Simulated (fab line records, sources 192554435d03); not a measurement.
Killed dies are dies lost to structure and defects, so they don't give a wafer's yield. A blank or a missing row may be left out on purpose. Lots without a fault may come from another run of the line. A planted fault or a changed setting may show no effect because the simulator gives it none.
Problem report in the 8D (eight disciplines) form, filled by code | flow n5_finfet | the parts of the form that need people (team, actions taken, sign-off) are left out

1. THE PROBLEM
run_length_s at N5_HKMG_FIN_ETCH_55 reads a mean of 452.0 s on 1 wafer of 1 lot; wafers without a fault read 323.2 s with a standard deviation of 0.39. That is +99 or more standard deviations from the usual mean.
The step: etches SOC in N2/H2, target depth 240 nm, time 300 s.
First seen on wafer L951.2, day 8 13:02, on rie_diel-03. The record holds 15 wafers of 5 lots with a number at this step. Rule for "out", or "out of limits": more than 4 standard deviations from the usual mean. The other wafers with a number count as sound.

2. WHAT IT IS AND WHAT IT IS NOT
question                    | is               | is not
which readings at this step | run_length_s     | drypump_motor_current_A, oes_product_au, showerhead_plenum_p_Torr, throttle_valve_pct
which lots                  | L951             | L936, L945, L955, L956
which wafers of those lots  | L951.2           | L951.3, L951.5
read on which tools         | rie_diel-03      | rie_diel-04, rie_diel-06
when                        | from day 8 13:02 | up to then (8 sound wafers); but 6 sound wafers of L955, L956 came after

3. SUSPECTS, AND WHAT RULES EACH OUT
Counting: a tool at a process step up to the reading stays a suspect if it ran every lot that is out. Sound lots after the first of them don't rule it out here, since some wafers of a struck lot are sound.
- rie_diel-03 at N5_HKMG_FIN_DESCUM_53 (chemistry O2, time 7.9 s): kept. It ran the lot that is out, L951 (day 8 12:56); its last sound lot up to then is L936 (day 4 16:08).
- rie_diel-03 at N5_HKMG_FIN_ETCH_54 (etches SiARC in CF4, target depth 45.5 nm, time 75.8 s): kept. It ran the lot that is out, L951 (day 8 12:59); its last sound lot up to then is L936 (day 4 16:11).
- rie_diel-03 at N5_HKMG_FIN_ETCH_55 (etches SOC in N2/H2, target depth 240 nm, time 300 s): kept. It ran the lot that is out, L951 (day 8 13:02); its last sound lot up to then is L936 (day 4 16:18). Its own readings are out on those wafers: run_length_s.
- Within rie_diel-03 at N5_HKMG_FIN_DESCUM_53: the wafers that are out ran in chamber 0; their sound lot-mates ran in chamber 3.
- Within rie_diel-03 at N5_HKMG_FIN_ETCH_54: the wafers that are out ran in chamber 0; their sound lot-mates ran in chamber 3.
- Within rie_diel-03 at N5_HKMG_FIN_ETCH_55: the wafers that are out ran in chamber 0; their sound lot-mates ran in chamber 3.
Left after counting: rie_diel-03 at N5_HKMG_FIN_DESCUM_53, rie_diel-03 at N5_HKMG_FIN_ETCH_54, rie_diel-03 at N5_HKMG_FIN_ETCH_55.

4. THE CAUSE (what the simulator had put in)
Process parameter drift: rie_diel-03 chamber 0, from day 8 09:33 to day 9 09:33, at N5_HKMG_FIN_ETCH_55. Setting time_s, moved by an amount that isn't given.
Counting left 3 suspects, and this tool is among them.

5. THE CHAIN OF EFFECTS, in route order
Each row: a reading whose mean over the struck wafers that have a number lies more than 3 standard deviations from the usual. Only readings for which the record gives a usual standard deviation are gone through. hours: the time from each lot's start at the first step in this table that gives one to its start at this step, as a median over the lots. sigmas: the change in usual standard deviations.
hours | step                | reading      | usual   | on struck wafers | change | sigmas
0     | N5_HKMG_FIN_ETCH_55 | run_length_s | 323.2 s | 452.0            | +128.8 | +99 or more
The process steps in it:
- N5_HKMG_FIN_ETCH_55: etches SOC in N2/H2, target depth 240 nm, time 300 s.
Later measuring or inspecting steps at which every struck wafer that the step has a row for has a number for every such reading, and none has moved that far: N5_BEOL_M4_RC_MEAS_101.

6. WHAT WOULD HAVE CAUGHT IT SOONER
In this record the first reading out of limits was taken at day 8 13:02, 3 hours after the fault began at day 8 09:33.
